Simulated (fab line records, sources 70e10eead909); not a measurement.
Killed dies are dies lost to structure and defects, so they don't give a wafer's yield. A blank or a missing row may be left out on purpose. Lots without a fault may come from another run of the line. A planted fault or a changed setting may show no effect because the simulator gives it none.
Chamber matching | flow nand_harc | NHARC_A_STAIRCASE_DESCUM_312 on rie_diel-11: 4 sister chambers
The step chemistry O2, time 3 s. 4 wafers are shown with their chamber, then 10 later ones without.

WAFERS WITH THEIR CHAMBER
wafer  | chamber | drypump_motor_current_A (A)
L088.1 | 0       | 6.2
L088.5 | 3       | 5.8
L093.2 | 1       | 6.1
L093.3 | 2       | 5.5

WAFERS WITHOUT THEIR CHAMBER
wafer  | drypump_motor_current_A (A)
L093.5 | 6.2
L091.2 | 5.9
L091.5 | 5.9
L091.6 | 5.5
L094.1 | 6.1
L094.4 | 5.5
L094.5 | 6.1
L096.1 | 5.9
L096.5 | 5.5
L096.6 | 6.1

WHICH CHAMBER EACH WENT THROUGH
wafer  | from the rows above     | in truth
L093.5 | can't be placed: 0 or 1 | 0
L091.2 | can't be placed: 3 or 1 | 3
L091.5 | can't be placed: 3 or 1 | 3
L091.6 | 2                       | 2
L094.1 | can't be placed: 1 or 0 | 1
L094.4 | 2                       | 2
L094.5 | can't be placed: 1 or 0 | 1
L096.1 | can't be placed: 3 or 1 | 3
L096.5 | 2                       | 2
L096.6 | can't be placed: 1 or 0 | 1
Placed correctly: 3 of 10. Can't be placed from these rows: 7 (the true chamber is among the candidates in 7). Placed wrongly: 0.
How it was worked out, from the rows above alone: a wafer's distance from a chamber is the root of the sum, over the readings, of the square of ((its reading less the chamber's mean) divided by the reading's scatter). The wafer belongs to the nearest chamber; if the next one is less than 2 further off, it can't be placed. A chamber's mean is the mean of its shown wafers. The scatter: with one shown wafer a chamber, the root of the mean of the squares of how far each hidden wafer lies from its nearest shown one.
